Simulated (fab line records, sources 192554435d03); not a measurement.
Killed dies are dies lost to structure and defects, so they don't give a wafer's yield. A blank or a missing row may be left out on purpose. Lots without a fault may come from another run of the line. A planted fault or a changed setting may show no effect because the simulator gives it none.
Which tool did it? | flow n5_finfet | 12 lots, 36 wafers sampled, at 3 steps of a route of 1938

WHAT THE GAUGES READ, wafer by wafer
N5_BEOL_M5_CD_MEAS_28: target cd 30.6 nm, target cd y 20 nm.
lot  | measured     | on        | cd_nm (nm)
L245 | day 9 09:31  | cd_sem-01 | 30.61 30.25 30.24
L246 | day 10 10:08 | cd_sem-01 | 30.81 30.64 30.76
L249 | day 10 10:14 | cd_sem-01 | 30.29 30.62 30.70
L248 | day 10 19:14 | cd_sem-01 | 30.05 30.69 30.28
L250 | day 11 05:03 | cd_sem-03 | 30.98 30.39 30.59
L253 | day 11 15:39 | cd_sem-01 | 30.99 30.06 29.92
L252 | day 11 22:08 | cd_sem-02 | 30.74 30.12 30.22
L255 | day 12 11:40 | cd_sem-02 | 30.60 30.40 30.03
L256 | day 12 18:07 | cd_sem-02 | 30.16 30.04 30.79
L258 | day 13 07:02 | cd_sem-02 | 30.49 30.75 30.43
L257 | day 13 17:41 | cd_sem-02 | 30.83 30.87 31.15
L267 | day 15 08:14 | cd_sem-02 | 30.37 30.44 30.70

N5_BEOL_M5_INSPECT_30: inspects for defects (brightfield).
lot  | measured     | on                | raw_defect_count
L245 | day 9 09:50  | defect_inspect-02 | 458 401 661
L246 | day 10 10:14 | defect_inspect-02 | 405 623 324
L249 | day 10 10:19 | defect_inspect-02 | 334 452 369
L248 | day 10 19:20 | defect_inspect-02 | 327 382 375
L250 | day 11 05:08 | defect_inspect-02 | 393 487 411
L253 | day 11 15:44 | defect_inspect-02 | 462 363 474
L252 | day 11 22:13 | defect_inspect-02 | 538 606 431
L255 | day 12 11:46 | defect_inspect-02 | 325 464 473
L256 | day 12 18:13 | defect_inspect-02 | 291 377 285
L258 | day 13 07:08 | defect_inspect-02 | 362 508 347
L257 | day 13 17:47 | defect_inspect-02 | 592 537 490
L267 | day 15 08:19 | defect_inspect-02 | 329 273 352

WHICH TOOL RAN EACH LOT (tool, then ch and the chambers of the sampled wafers, then the start)
lot  | N5_BEOL_M5_COAT_66
L245 | litho_track-05 ch 0, day 9 09:14
L246 | litho_track-01 ch 0, day 10 09:48
L249 | litho_track-03 ch 0, day 10 09:55
L248 | litho_track-05 ch 0, day 10 18:58
L250 | litho_track-05 ch 0, day 11 04:44
L253 | litho_track-01 ch 0, day 11 15:15
L252 | litho_track-05 ch 0, day 11 21:42
L255 | litho_track-03 ch 0, day 12 11:16
L256 | litho_track-03 ch 0, day 12 17:51
L258 | litho_track-03 ch 0, day 13 06:31
L257 | litho_track-03 ch 0, day 13 17:14
L267 | litho_track-01 ch 0, day 15 07:57
- N5_BEOL_M5_COAT_66: time 60 s, resist thk 12 nm.

WHAT THE TOOLS THEMSELVES READ (means of the sampled wafers that have a number; where no wafer has one, the mark that the record gives instead)
N5_BEOL_M5_COAT_66.
lot  | tool           | spin_speed_rpm (rpm)
L245 | litho_track-05 | 1499.7
L246 | litho_track-01 | 1499.6
L249 | litho_track-03 | 1500.0
L248 | litho_track-05 | 1500.2
L250 | litho_track-05 | 1499.3
L253 | litho_track-01 | 1500.0
L252 | litho_track-05 | 1499.2
L255 | litho_track-03 | 1500.2
L256 | litho_track-03 | 1500.7
L258 | litho_track-03 | 1217.1
L257 | litho_track-03 | 1217.6
L267 | litho_track-01 | 1499.8

THE ANSWER, worked out from the rows above alone
Rule: what is usual is taken from the lots themselves. Put in order of their means at a reading, lots are off if they are a third of the lots or fewer, leave a main group of 4 or more, and stand apart from it by a gap of 3 or more times the standard deviation of the main group's means; of several such gaps the widest counts. A main group whose means are all the same, to the digits that the tables above print for the reading, isn't used. A lot without any number at a reading at which 4 lots or more have one is off too. The other lots that the step has rows for count as sound. The gauges are gone through in route order, then the tools' own readings, and for those a lot's mean is taken as printed above. The first step at which some lot is off is used, and at that step the reading that is off furthest; a lot without a number counts as furthest.
Off: L258, L257, at N5_BEOL_M5_COAT_66 (spin_speed_rpm). The main group: mean 1499.9 rpm, standard deviation 0.43.
A tool fits if, at that step or a process step before it, it ran every lot that is off, and no sound lot after the first of them. One fits: litho_track-03 at N5_BEOL_M5_COAT_66. Its last sound lot is L256 (day 12 17:51), its first lot that is off L258 (day 13 06:31): a fault that began between those two fits.
The tool's own readings at N5_BEOL_M5_COAT_66 bear it out: on the lots that are off they differ by more than 5 times the standard deviation of the sound lots' means. spin_speed_rpm reads 1217.3 rpm there against 1499.9 rpm on the sound lots.

WHAT THE SIMULATOR HAD PUT IN
Process parameter drift: litho_track-03, from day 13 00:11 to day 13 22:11, at N5_BEOL_M5_COAT_66. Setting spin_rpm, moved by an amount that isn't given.
Lots struck among those shown: L258, L257. The rule above found the same.
